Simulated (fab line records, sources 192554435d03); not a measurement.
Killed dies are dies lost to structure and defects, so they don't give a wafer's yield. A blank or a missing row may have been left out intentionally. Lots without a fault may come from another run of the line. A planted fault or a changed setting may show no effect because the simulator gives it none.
Which of the tools did it? + flow n5Finfet + 12 lots with 36 wafers sampled at 4 steps, on a route of 1938 steps

## WHAT EACH GAUGE READ, for each wafer
N5_BEOL_M8_CD_MEAS_18: pitch 80 nm, target cd 40 nm. Usual: cdNm 40.2 nm, standard deviation 0.6.
| lot  | measured     | on       | cdNm (nm)      | flag |
|------|--------------|----------|----------------|------|
| L986 | day 9 13:11  | cdSem-02 | 40.3 39.7 40.0 |      |
| L988 | day 9 18:55  | cdSem-02 | 39.5 40.5 40.3 |      |
| L987 | day 9 19:53  | cdSem-02 | 41.1 40.5 40.5 |      |
| L990 | day 10 11:25 | cdSem-01 | 39.8 39.9 40.9 |      |
| L991 | day 10 11:49 | cdSem-02 | 39.7 39.8 40.6 |      |
| L992 | day 10 17:26 | cdSem-02 | 39.3 40.0 40.2 |      |
| L993 | day 11 08:33 | cdSem-01 | 40.3 40.8 40.9 |      |
| L995 | day 11 12:10 | cdSem-03 | 40.6 39.8 39.9 |      |
| L997 | day 12 16:52 | cdSem-03 | 40.4 41.2 40.6 |      |
| L998 | day 12 17:08 | cdSem-03 | 40.3 41.2 39.8 |      |
| L100 | day 13 04:47 | cdSem-03 | 40.9 40.6 40.6 |      |
| L108 | day 15 15:19 | cdSem-02 | 41.1 40.6 40.3 |      |

N5_BEOL_M8_INSPECT_30: inspects for defects (brightfield). Usual: rawDefectCount 404, standard deviation 94.
| lot  | measured     | on               | rawDefectCount | flag |
|------|--------------|------------------|----------------|------|
| L986 | day 9 13:41  | defectInspect-02 | 449 404 398    |      |
| L988 | day 9 19:19  | defectInspect-02 | 421 361 472    |      |
| L987 | day 9 21:25  | defectInspect-01 | 491 392 528    |      |
| L990 | day 10 16:01 | defectInspect-02 | 491 394 321    |      |
| L991 | day 10 15:58 | defectInspect-01 | 556 444 603    |      |
| L992 | day 10 20:02 | defectInspect-02 | 323 362 358    |      |
| L993 | day 11 09:52 | defectInspect-02 | 321 491 308    |      |
| L995 | day 11 14:07 | defectInspect-02 | 315 285 373    |      |
| L997 | day 12 20:26 | defectInspect-02 | 356 338 359    |      |
| L998 | day 12 20:52 | defectInspect-01 | 303 300 291    |      |
| L100 | day 13 05:14 | defectInspect-02 | 388 435 492    |      |
| L108 | day 15 16:54 | defectInspect-02 | 276 318 298    |      |

## EACH LOT AND THE TOOL THAT RAN IT (in order: tool; ch and the chambers of the sampled wafers; start)
| lot  | N5_BEOL_M8_STRIP_67               | N5_BEOL_M8_COAT_64               |
|------|-----------------------------------|----------------------------------|
| L986 | rieDiel-01 ch 0,1,3, day 9 12:57  | lithoTrack-02 ch 0, day 9 13:13  |
| L988 | rieDiel-06 ch 0,2, day 9 18:42    | lithoTrack-01 ch 0, day 9 18:58  |
| L987 | rieDiel-06 ch 1,2,3, day 9 19:40  | lithoTrack-05 ch 0, day 9 19:55  |
| L990 | rieDiel-06 ch 0,1,3, day 10 11:05 | lithoTrack-05 ch 0, day 10 15:29 |
| L991 | rieDiel-01 ch 1,2, day 10 11:35   | lithoTrack-01 ch 0, day 10 15:29 |
| L992 | rieDiel-06 ch 0,1, day 10 17:13   | lithoTrack-02 ch 0, day 10 19:32 |
| L993 | rieDiel-02 ch 0,2,3, day 11 08:20 | lithoTrack-05 ch 0, day 11 09:31 |
| L995 | rieDiel-06 ch 1,2,3, day 11 11:56 | lithoTrack-01 ch 0, day 11 13:46 |
| L997 | rieDiel-02 ch 1,3, day 12 16:36   | lithoTrack-01 ch 0, day 12 19:58 |
| L998 | rieDiel-02 ch 0,1,3, day 12 16:54 | lithoTrack-01 ch 0, day 12 20:31 |
| L100 | rieDiel-06 ch 0,1,2, day 13 04:32 | lithoTrack-01 ch 0, day 13 04:53 |
| L108 | rieDiel-06 ch 0,1,3, day 15 15:05 | lithoTrack-05 ch 0, day 15 16:22 |
- N5_BEOL_M8_STRIP_67: strips in CF4.
- N5_BEOL_M8_COAT_64: time 60 s, resist thk 12 nm.

## AS READ BY THE TOOLS THEMSELVES (means over the sampled wafers that have a number; for cases with no such wafer, the mark the record gives instead)
N5_BEOL_M8_STRIP_67. Usual: chamberPressureMTorr 50.01 mTorr, standard deviation 0.068; drypumpMotorCurrentA 5.7 A, standard deviation 0.56; oesProductAu 0.81 a.u., standard deviation 0.054; rfVppV 271.5 V, standard deviation 1.7; showerheadPlenumPTorr 1.81 Torr, standard deviation 0.063; throttleValvePct 13.56 %, standard deviation 0.17.
| lot  | tool       | chamberPressureMTorr (mTorr) | drypumpMotorCurrentA (A) | oesProductAu (a.u.) | rfVppV (V) | showerheadPlenumPTorr (Torr) | throttleValvePct (%) | flag |
|------|------------|------------------------------|--------------------------|---------------------|------------|------------------------------|----------------------|------|
| L986 | rieDiel-01 | 50.05                        | 5.7                      | 0.74                | 270.3      | 1.75                         | 13.78                |      |
| L988 | rieDiel-06 | 49.98                        | 5.4                      | 0.87                | 273.2      | 1.88                         | 13.47                |      |
| L987 | rieDiel-06 | 50.02                        | 5.8                      | 0.83                | 272.5      | 1.83                         | 13.53                |      |
| L990 | rieDiel-06 | 50.01                        | 5.7                      | 0.83                | 272.6      | 1.83                         | 13.53                |      |
| L991 | rieDiel-01 | 49.99                        | 6.0                      | 0.83                | 270.5      | 1.77                         | 13.54                |      |
| L992 | rieDiel-06 | 49.94                        | 6.2                      | 0.81                | 270.6      | 1.78                         | 13.60                |      |
| L993 | rieDiel-02 | 50.00                        | 5.4                      | 0.80                | 272.2      | 1.81                         | 13.49                |      |
| L995 | rieDiel-06 | 50.00                        | 5.7                      | 0.82                | 271.5      | 1.82                         | 13.56                |      |
| L997 | rieDiel-02 | 50.06                        | 5.3                      | 0.80                | 270.7      | 1.80                         | 13.57                |      |
| L998 | rieDiel-02 | 50.00                        | 5.4                      | 0.80                | 270.9      | 1.79                         | 13.52                |      |
| L100 | rieDiel-06 | 49.98                        | 5.8                      | 0.81                | 272.8      | 1.83                         | 13.59                |      |
| L108 | rieDiel-06 | 50.00                        | 5.7                      | 0.79                | 271.6      | 1.82                         | 13.60                |      |

N5_BEOL_M8_COAT_64. Usual: spinSpeedRpm 1500.0 rpm, standard deviation 0.98.
| lot  | tool          | spinSpeedRpm (rpm) | flag |
|------|---------------|--------------------|------|
| L986 | lithoTrack-02 | 1499.8             |      |
| L988 | lithoTrack-01 | 1500.4             |      |
| L987 | lithoTrack-05 | 1500.5             |      |
| L990 | lithoTrack-05 | 1500.1             |      |
| L991 | lithoTrack-01 | 1498.7             |      |
| L992 | lithoTrack-02 | 1500.2             |      |
| L993 | lithoTrack-05 | 1500.9             |      |
| L995 | lithoTrack-01 | 1500.1             |      |
| L997 | lithoTrack-01 | 1499.7             |      |
| L998 | lithoTrack-01 | 1456.7             | OFF  |
| L100 | lithoTrack-01 | 1456.3             | OFF  |
| L108 | lithoTrack-05 | 1499.9             |      |

## THE ANSWER, worked out from the rows above alone
Rule: lot off if the mean of its wafers having a number is beyond 3 standard deviations from the usual mean. A lot without any number at a reading at which 4 lots or more have one is off too. All remaining lots with rows at the step are treated as sound. Order of review: gauges by route order, followed by the tools' own readings, for which a lot's mean as printed above is used. The first step at which some lot is off is used, and at that step the reading that is off furthest; a lot without a number counts as furthest.
Off: L998, L100, at N5_BEOL_M8_COAT_64 (spinSpeedRpm).
A tool fits if, at that step or a process step before it, it ran every lot that is off, and no sound lot after the first of them. One fits: N5_BEOL_M8_COAT_64 on lithoTrack-01. A fault onset in the window from L997 (day 12 19:58, its last sound lot) to L998 (day 12 20:31, its first lot off) fits.
The tool's own readings at N5_BEOL_M8_COAT_64 bear it out: on the lots that are off they differ by more than 5 times the standard deviation of the sound lots' means. spinSpeedRpm reads 1456.5 rpm there against 1500.0 rpm on the sound lots.

## WHAT THE SIMULATOR PUT IN
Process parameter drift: lithoTrack-01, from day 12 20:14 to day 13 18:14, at N5_BEOL_M8_COAT_64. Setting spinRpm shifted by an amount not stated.
Lots struck among those shown: L998, L100. The rule above reached the same finding.
